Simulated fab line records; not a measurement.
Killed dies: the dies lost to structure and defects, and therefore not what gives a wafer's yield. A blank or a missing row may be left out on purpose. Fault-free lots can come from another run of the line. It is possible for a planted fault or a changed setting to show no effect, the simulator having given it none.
Chamber matching -- flow n5-finfet -- 3 sister chambers for N5_PASSIVATION_PECVD_00 on pecvd-03
The step deposits SiO2 from SiH4/N2O, target thk 200 nm, time 11.2 s. 3 wafers are shown with their chamber, then 9 later ones without.

## EACH WAFER AND ITS CHAMBER
wafer,chamber,throttle-valve-pct (%)
L091.1,0,48.4
L091.2,2,48.8
L091.6,1,52.5

## WAFERS WHOSE CHAMBER IS MISSING
wafer,throttle-valve-pct (%)
L093.2,52.5
L093.4,48.4
L093.5,52.7
L094.1,48.1
L094.2,48.8
L094.4,48.3
L096.1,49.0
L096.2,48.0
L096.3,52.3

## WHICH CHAMBER EACH ONE RAN IN
wafer,from the rows above,in truth
L093.2,1,1
L093.4,can't be placed: 0 or 2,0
L093.5,1,1
L094.1,can't be placed: 0 or 2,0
L094.2,can't be placed: 2 or 0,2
L094.4,can't be placed: 0 or 2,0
L096.1,can't be placed: 2 or 0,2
L096.2,can't be placed: 0 or 2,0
L096.3,1,1
Placed correctly: 3 of 9. These rows do not allow placing 6 (true chamber among the candidates in 6). Number placed wrongly: 0.
How it was worked out, from the rows above alone: a wafer's distance from a chamber is the root of the sum, over the readings, of the square of ((its reading less the chamber's mean) divided by the reading's scatter). The wafer belongs to the nearest chamber; if the next one is less than 2 further off, it can't be placed. The mean given for a chamber averages the wafers shown for that chamber. The scatter: with one shown wafer a chamber, the root of the mean of the squares of how far each hidden wafer lies from its nearest shown one.
